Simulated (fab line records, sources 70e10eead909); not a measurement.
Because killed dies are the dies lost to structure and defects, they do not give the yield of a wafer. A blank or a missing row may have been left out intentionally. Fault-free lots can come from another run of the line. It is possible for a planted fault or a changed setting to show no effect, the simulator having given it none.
fab line records ; flow nand_harc
record lots=13; wafers=39; last_day=33
route steps=1302 shown A_M0@1147 A_M1@1176 END@1302
lots that met no fault: taken from a fault-free run of the same line
start_h: hours from the record's first day to the start of the lot's first wafer shown ; wait_h: time in hours since the lot's previous step ; " unchanged from the row above ; L1.1+2: several wafers, shown together as one row ; - either no value or no given start ; * or withheld: withheld ; < > ~ a bound
route shown NAME@n: names a module that has steps shown in the file, with the first one's number in the route ; usual: mean and standard deviation over wafers with no fault ; same: alike in all rows ; chamber/n: place in a boat ; sites: readings site by site ; _std_site: how widely they spread, as a standard deviation ; _edge_site: outer sites' mean less inner sites' ; radius_mm: how far each site lies from the wafer's centre ; mask NAME#n: copy n ; behind: the most recent tool/chamber to have shaped the wafer ; hold: what put the lot on hold/how long, in hours/how the hold closed ; device: the transistor (n, p or np) that didn't switch ; end of line: at the end of the route, the tests of the same wafers ; for a step that has no rows: nothing shown but its recipe ; killed: dies lost to structure and defects at the first sort, not the wafer's yield ; map: per-die view of a wafer (x killed, . not killed, _ where there is no die)
set.NAME: the setting as run; set.NAME@STEP: as run at that earlier step ; model.NAME: the simulator's own value behind a step, which no gauge read
one table for each step of the route and one row for each wafer, over a sample of lots
services: the hour from which a tool's chamber was out of use, counted from the record's first day as start_h (under 0 if before that day), plus the number of hours and why
## steps
# step NHARC_A_M0_CD_MEAS_09
# recipe target_cd_nm=80; landing_energy_ev=500
# usual cd_nm=80.2/0.61
lot.wafer;tool;chamber;start_h;wait_h;cd_nm
L442.2;cd_sem-01;0;535.01;-;81.2
L442.3;cd_sem-01;0;535.01;-;80.3
L442.4;cd_sem-01;0;535.01;-;80.2
L444.1;cd_sem-03;0;560.47;-;79.5
L444.3;cd_sem-03;0;560.47;-;80.7
L444.5;cd_sem-03;0;560.47;-;80.3
L445.3;cd_sem-01;0;577.20;-;80.3
L445.5;cd_sem-01;0;577.20;-;79.7
L445.6;cd_sem-01;0;577.20;-;79.6
L447.1;cd_sem-02;0;599.83;-;80.1
L447.2;cd_sem-02;0;599.83;-;80.1
L447.3;cd_sem-02;0;599.83;-;79.6
L448.3;cd_sem-03;0;604.54;-;79.5
L448.4;cd_sem-03;0;604.54;-;79.6
L448.5;cd_sem-03;0;604.54;-;79.8
L449.1;cd_sem-01;0;613.27;-;78.9
L449.4;cd_sem-01;0;613.27;-;78.9
L449.6;cd_sem-01;0;613.27;-;80.1
L450.2;cd_sem-01;0;620.37;-;80.5
L450.3;cd_sem-01;0;620.37;-;80.7
L450.6;cd_sem-01;0;620.37;-;79.8
L453.2;cd_sem-01;0;635.66;-;80.2
L453.4;cd_sem-01;0;635.66;-;80.4
L453.5;cd_sem-01;0;635.66;-;80.3
L455.3;cd_sem-02;0;675.83;-;80.2
L455.4;cd_sem-02;0;675.83;-;80.5
L455.5;cd_sem-02;0;675.83;-;80.9
L454.2;cd_sem-02;0;691.66;-;79.0
L454.3;cd_sem-02;0;691.66;-;79.6
L454.5;cd_sem-02;0;691.66;-;80.5
L460.1;cd_sem-02;0;707.33;-;79.9
L460.4;cd_sem-02;0;707.33;-;80.5
L460.5;cd_sem-02;0;707.33;-;80.3
L462.1;cd_sem-01;0;738.15;-;80.1
L462.5;cd_sem-01;0;738.15;-;80.2
L462.6;cd_sem-01;0;738.15;-;79.8
L463.1;cd_sem-02;0;753.10;-;80.9
L463.4;cd_sem-02;0;753.10;-;79.9
L463.5;cd_sem-02;0;753.10;-;80.3
# step NHARC_A_M0_INSPECT_11
# usual raw_defect_count=88/25
lot.wafer;tool;chamber;start_h;wait_h;raw_defect_count
L442.2;defect_inspect-01;-;535.13;0.0;104
L442.3;defect_inspect-01;-;535.13;0.0;100
L442.4;defect_inspect-01;-;535.13;0.0;105
L444.1;defect_inspect-02;-;560.60;0.0;117
L444.3;defect_inspect-02;-;560.60;0.0;139
L444.5;defect_inspect-02;-;560.60;0.0;115
L445.3;defect_inspect-01;-;577.32;0.0;116
L445.5;defect_inspect-01;-;577.32;0.0;107
L445.6;defect_inspect-01;-;577.32;0.0;115
L447.1;defect_inspect-01;-;599.95;0.0;33
L447.2;defect_inspect-01;-;599.95;0.0;47
L447.3;defect_inspect-01;-;599.95;0.0;37
L448.3;defect_inspect-01;-;604.66;0.0;73
L448.4;defect_inspect-01;-;604.66;0.0;78
L448.5;defect_inspect-01;-;604.66;0.0;87
L449.1;defect_inspect-02;-;613.39;0.0;69
L449.4;defect_inspect-02;-;613.39;0.0;73
L449.6;defect_inspect-02;-;613.39;0.0;83
L450.2;defect_inspect-02;-;620.49;0.0;103
L450.3;defect_inspect-02;-;620.49;0.0;81
L450.6;defect_inspect-02;-;620.49;0.0;74
L453.2;defect_inspect-01;-;635.78;0.0;130
L453.4;defect_inspect-01;-;635.78;0.0;136
L453.5;defect_inspect-01;-;635.78;0.0;142
L455.3;defect_inspect-02;-;675.96;0.0;61
L455.4;defect_inspect-02;-;675.96;0.0;85
L455.5;defect_inspect-02;-;675.96;0.0;66
L454.2;defect_inspect-02;-;691.78;0.0;115
L454.3;defect_inspect-02;-;691.78;0.0;110
L454.5;defect_inspect-02;-;691.78;0.0;94
L460.1;defect_inspect-02;-;707.46;0.0;90
L460.4;defect_inspect-02;-;707.46;0.0;128
L460.5;defect_inspect-02;-;707.46;0.0;128
L462.1;defect_inspect-01;-;738.27;0.0;56
L462.5;defect_inspect-01;-;738.27;0.0;74
L462.6;defect_inspect-01;-;738.27;0.0;54
L463.1;defect_inspect-01;-;753.23;0.0;84
L463.4;defect_inspect-01;-;753.23;0.0;77
L463.5;defect_inspect-01;-;753.23;0.0;54
# step NHARC_A_M0_INSPECT_27
# usual raw_defect_count=493/87
lot.wafer;tool;chamber;start_h;wait_h;raw_defect_count
L442.2;defect_inspect-01;-;537.93;0.0;553
L442.3;defect_inspect-01;-;537.93;0.0;527
L442.4;defect_inspect-01;-;537.93;0.0;561
L444.1;defect_inspect-02;-;563.14;0.0;426
L444.3;defect_inspect-02;-;563.14;0.0;459
L444.5;defect_inspect-02;-;563.14;0.0;539
L445.3;defect_inspect-01;-;579.85;0.0;671
L445.5;defect_inspect-01;-;579.85;0.0;493
L445.6;defect_inspect-01;-;579.85;0.0;537
L447.1;defect_inspect-02;-;602.51;0.0;486
L447.2;defect_inspect-02;-;602.51;0.0;421
L447.3;defect_inspect-02;-;602.51;0.0;428
L448.3;defect_inspect-01;-;607.18;0.0;505
L448.4;defect_inspect-01;-;607.18;0.0;505
L448.5;defect_inspect-01;-;607.18;0.0;546
L449.1;defect_inspect-01;-;615.92;0.0;437
L449.4;defect_inspect-01;-;615.92;0.0;583
L449.6;defect_inspect-01;-;615.92;0.0;577
L450.2;defect_inspect-01;-;623.05;0.0;411
L450.3;defect_inspect-01;-;623.05;0.0;395
L450.6;defect_inspect-01;-;623.05;0.0;472
L453.2;defect_inspect-02;-;638.33;0.0;444
L453.4;defect_inspect-02;-;638.33;0.0;379
L453.5;defect_inspect-02;-;638.33;0.0;448
L455.3;defect_inspect-02;-;678.50;0.0;366
L455.4;defect_inspect-02;-;678.50;0.0;357
L455.5;defect_inspect-02;-;678.50;0.0;437
L454.2;defect_inspect-02;-;694.43;0.0;500
L454.3;defect_inspect-02;-;694.43;0.0;791
L454.5;defect_inspect-02;-;694.43;0.0;475
L460.1;defect_inspect-01;-;710.10;0.0;405
L460.4;defect_inspect-01;-;710.10;0.0;405
L460.5;defect_inspect-01;-;710.10;0.0;572
L462.1;defect_inspect-02;-;740.83;0.0;521
L462.5;defect_inspect-02;-;740.83;0.0;443
L462.6;defect_inspect-02;-;740.83;0.0;497
L463.1;defect_inspect-01;-;755.99;0.0;483
L463.4;defect_inspect-01;-;755.99;0.0;632
L463.5;defect_inspect-01;-;755.99;0.0;417
# step NHARC_A_M1_EXPOSE_06
# recipe na=1.35; target_cd_nm=120; dose_mj=75.13; mask_id=A_M1
# usual exposure_dose_mJ_cm2=75.15/0.076
lot.wafer;tool;chamber;start_h;wait_h;mask;exposure_dose_mJ_cm2
L442.2;arfi_scanner-03;0;539.05;-;A_M1#0;75.26
L442.3;arfi_scanner-03;0;539.05;-;A_M1#0;75.20
L442.4;arfi_scanner-03;0;539.05;-;A_M1#0;75.29
L444.1;arfi_scanner-02;0;564.40;-;A_M1#0;75.13
L444.3;arfi_scanner-02;0;564.40;-;A_M1#0;75.24
L444.5;arfi_scanner-02;0;564.40;-;A_M1#0;75.14
L445.3;arfi_scanner-02;0;581.09;-;A_M1#0;75.14
L445.5;arfi_scanner-02;0;581.09;-;A_M1#0;75.08
L445.6;arfi_scanner-02;0;581.09;-;A_M1#0;75.20
L447.1;arfi_scanner-01;0;604.55;-;A_M1#0;75.16
L447.2;arfi_scanner-01;0;604.55;-;A_M1#0;75.26
L447.3;arfi_scanner-01;0;604.55;-;A_M1#0;75.07
L448.3;arfi_scanner-03;0;608.42;-;A_M1#0;75.13
L448.4;arfi_scanner-03;0;608.42;-;A_M1#0;75.15
L448.5;arfi_scanner-03;0;608.42;-;A_M1#0;75.05
L449.1;arfi_scanner-03;0;617.21;-;A_M1#0;75.02
L449.4;arfi_scanner-03;0;617.21;-;A_M1#0;75.11
L449.6;arfi_scanner-03;0;617.21;-;A_M1#0;75.00
L450.2;arfi_scanner-03;0;624.21;-;A_M1#0;75.13
L450.3;arfi_scanner-03;0;624.21;-;A_M1#0;75.19
L450.6;arfi_scanner-03;0;624.21;-;A_M1#0;75.07
L453.2;arfi_scanner-03;0;639.45;-;A_M1#0;75.33
L453.4;arfi_scanner-03;0;639.45;-;A_M1#0;75.28
L453.5;arfi_scanner-03;0;639.45;-;A_M1#0;75.26
L455.3;arfi_scanner-03;0;679.77;-;A_M1#0;78.23
L455.4;arfi_scanner-03;0;679.77;-;A_M1#0;78.25
L455.5;arfi_scanner-03;0;679.77;-;A_M1#0;78.24
L454.2;arfi_scanner-02;0;695.67;-;A_M1#0;75.15
L454.3;arfi_scanner-02;0;695.67;-;A_M1#0;75.21
L454.5;arfi_scanner-02;0;695.67;-;A_M1#0;75.02
L460.1;arfi_scanner-03;0;711.48;-;A_M1#0;77.66
L460.4;arfi_scanner-03;0;711.48;-;A_M1#0;77.66
L460.5;arfi_scanner-03;0;711.48;-;A_M1#0;77.67
L462.1;arfi_scanner-01;0;741.96;-;A_M1#0;75.21
L462.5;arfi_scanner-01;0;741.96;-;A_M1#0;75.14
L462.6;arfi_scanner-01;0;741.96;-;A_M1#0;75.10
L463.1;arfi_scanner-01;0;757.29;-;A_M1#0;75.24
L463.4;arfi_scanner-01;0;757.29;-;A_M1#0;75.19
L463.5;arfi_scanner-01;0;757.29;-;A_M1#0;75.18
# step NHARC_A_M1_CD_MEAS_09
# recipe target_cd_nm=120; landing_energy_ev=500
# usual cd_nm=120.5/0.63
lot.wafer;tool;chamber;start_h;wait_h;hold;cd_nm
L442.2;cd_sem-03;0;539.19;-;-;120.4
L442.3;cd_sem-03;0;539.19;-;-;121.5
L442.4;cd_sem-03;0;539.19;-;-;120.4
L444.1;cd_sem-01;0;564.54;-;-;119.9
L444.3;cd_sem-01;0;564.54;-;-;119.6
L444.5;cd_sem-01;0;564.54;-;-;120.3
L445.3;cd_sem-01;0;581.23;-;-;120.9
L445.5;cd_sem-01;0;581.23;-;-;120.3
L445.6;cd_sem-01;0;581.23;-;-;120.1
L447.1;cd_sem-03;0;604.68;-;-;120.4
L447.2;cd_sem-03;0;604.68;-;-;119.3
L447.3;cd_sem-03;0;604.68;-;-;119.8
L448.3;cd_sem-01;0;608.56;-;-;119.9
L448.4;cd_sem-01;0;608.56;-;-;119.7
L448.5;cd_sem-01;0;608.56;-;-;120.6
L449.1;cd_sem-03;0;617.35;-;-;121.4
L449.4;cd_sem-03;0;617.35;-;-;121.5
L449.6;cd_sem-03;0;617.35;-;-;120.9
L450.2;cd_sem-01;0;624.35;-;-;119.8
L450.3;cd_sem-01;0;624.35;-;-;119.6
L450.6;cd_sem-01;0;624.35;-;-;120.0
L453.2;cd_sem-03;0;639.58;-;-;121.4
L453.4;cd_sem-03;0;639.58;-;-;121.4
L453.5;cd_sem-03;0;639.58;-;-;121.5
L455.3;cd_sem-02;0;679.90;-;await_dispo/0.2h/release;123.1
L455.4;cd_sem-02;0;679.90;-;await_dispo/0.2h/release;123.1
L455.5;cd_sem-02;0;679.90;-;await_dispo/0.2h/release;123.0
L455.3;cd_sem-02;0;-;-;-;122.9
L455.4;cd_sem-02;0;-;-;-;122.8
L455.5;cd_sem-02;0;-;-;-;123.1
L454.2;cd_sem-02;0;695.81;-;-;119.8
L454.3;cd_sem-02;0;695.81;-;-;120.8
L454.5;cd_sem-02;0;695.81;-;-;121.0
L460.1;cd_sem-03;0;711.62;-;-;121.9
L460.4;cd_sem-03;0;711.62;-;-;122.8
L460.5;cd_sem-03;0;711.62;-;-;122.3
L462.1;cd_sem-01;0;742.10;-;-;121.0
L462.5;cd_sem-01;0;742.10;-;-;120.8
L462.6;cd_sem-01;0;742.10;-;-;120.1
L463.1;cd_sem-02;0;757.43;-;-;121.6
L463.4;cd_sem-02;0;757.43;-;-;120.9
L463.5;cd_sem-02;0;757.43;-;-;120.3
# step NHARC_END_SORT_01
# recipe temp_c=25
# usual defect_limited_yield=90.2/2.3; killed_at_array=62/15; killed_at_other=0.8/1; killed_at_periphery=3.7/2.6; killed_dies=66/15; killed_open=3.1/1.8; killed_short=2.6/1.7
# same gross_dies=677
lot.wafer;tool;chamber;start_h;wait_h;defect_limited_yield[%];killed_at_array;killed_at_other;killed_at_periphery;killed_dies;killed_open;killed_short
L455.3;prober-01;0;725.22;3.1;94.1;36;3;1;40;0;1
L455.4;prober-01;0;726.02;3.4;90.5;59;4;1;64;0;3
L455.5;prober-01;0;726.82;3.7;92.8;43;3;3;49;4;3
L460.1;prober-01;0;747.54;2.5;90.8;56;3;3;62;2;0
L460.4;prober-01;0;749.94;3.4;87.1;81;2;4;87;6;4
L460.5;prober-01;0;750.74;3.7;86.3;87;0;6;93;2;6
# killed by level:class
L455.3 A_CHANNEL_HOLE_D1:chamber_film_flake=23 A_STAIRCASE:chamber_film_flake=3 A_SLIT:chamber_film_flake=3 A_CONTACT:chamber_film_flake=3 THIN_TSV:chamber_film_flake=3 A_WL_FILL:geometric_particle:short=1 P_GATE:chamber_film_flake=1 A_ZERO_WELL:chamber_film_flake=1
L455.4 A_CHANNEL_HOLE_D1:chamber_film_flake=37 A_CHANNEL_FILL_D2:chamber_film_flake=5 A_BLC:chamber_film_flake=4 THIN_TSV:chamber_film_flake=4 A_STAIRCASE:chamber_film_flake=3 A_CONTACT:chamber_film_flake=3 A_WL_FILL:geometric_particle:short=2 A_SLIT:chamber_film_flake=2
L455.5 A_CHANNEL_HOLE_D1:chamber_film_flake=23 A_STAIRCASE:chamber_film_flake=7 A_SLIT:chamber_film_flake=3 THIN_TSV:chamber_film_flake=3 A_DECK1_JOINT:chamber_film_flake=2 P_ZERO_WELL:geometric_particle:open=1 A_ONON_D1:geometric_particle:open=1 A_CHANNEL_FILL_D1:geometric_particle:short=1
L460.1 A_CHANNEL_HOLE_D2:chamber_film_flake=20 A_SLIT:chamber_film_flake=15 A_CHANNEL_HOLE_D1:chamber_film_flake=12 P_BONDPAD:chamber_film_flake=3 A_STAIRCASE:chamber_film_flake=3 A_WL_FILL:chamber_film_flake=3 THIN_TSV:chamber_film_flake=3 A_CHANNEL_FILL_D2:geometric_particle:open=1
L460.4 A_SLIT:chamber_film_flake=31 A_CHANNEL_HOLE_D1:chamber_film_flake=14 A_CHANNEL_HOLE_D2:chamber_film_flake=13 A_STAIRCASE:chamber_film_flake=7 A_WL_FILL:chamber_film_flake=3 A_CHANNEL_HOLE_D1:geometric_particle:open=2 A_M0:geometric_particle:open=2 P_BONDPAD:chamber_film_flake=2
L460.5 A_CHANNEL_HOLE_D2:chamber_film_flake=30 A_SLIT:chamber_film_flake=29 A_CHANNEL_HOLE_D1:chamber_film_flake=8 A_STAIRCASE:chamber_film_flake=8 P_BONDPAD:chamber_film_flake=4 A_WL_FILL:chamber_film_flake=4 A_ONON_D1:geometric_particle:short=2 A_CONTACT:chamber_film_flake=2
## services
tool;chamber;start_h;hours;kind
arfi_scanner-02;-;532.09;1.6;repair
arfi_scanner-02;-;537.20;2.2;repair
arfi_scanner-03;-;541.76;4.0;pm
arfi_scanner-02;-;563.20;0.9;repair
arfi_scanner-01;-;596.00;4.0;pm
arfi_scanner-02;-;656.00;4.0;pm
arfi_scanner-02;-;705.82;0.7;repair
arfi_scanner-03;-;713.76;4.0;pm
## key
first_sign step=NHARC_A_M1_EXPOSE_06; reading=exposure_dose_mJ_cm2; direction=up; sigmas=37; usual=75.15; struck=77.95
effect step=NHARC_A_M1_CD_MEAS_09; reading=visit; direction=added; through=control_loop
met_at NHARC_A_M1_EXPOSE_06
struck_lots L455,L460
loop_trim step=NHARC_A_M1_EXPOSE_06; setting=dose; lots=L460
not_acting_at NHARC_A_M0_CD_MEAS_09,NHARC_A_M0_INSPECT_11,NHARC_A_M0_INSPECT_27
onset_between 639.45 679.77
fault kind=process_parameter_drift; tool=arfi_scanner-03; chamber=-; onset_h=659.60; steps=NHARC_A_M1_EXPOSE_06; channel=dose_mj; offset=3.1057; shape=step; acts_in=these_recipes_only; stated=75.13
# loop_trim: a control loop set the setting to another value than it would have without faults
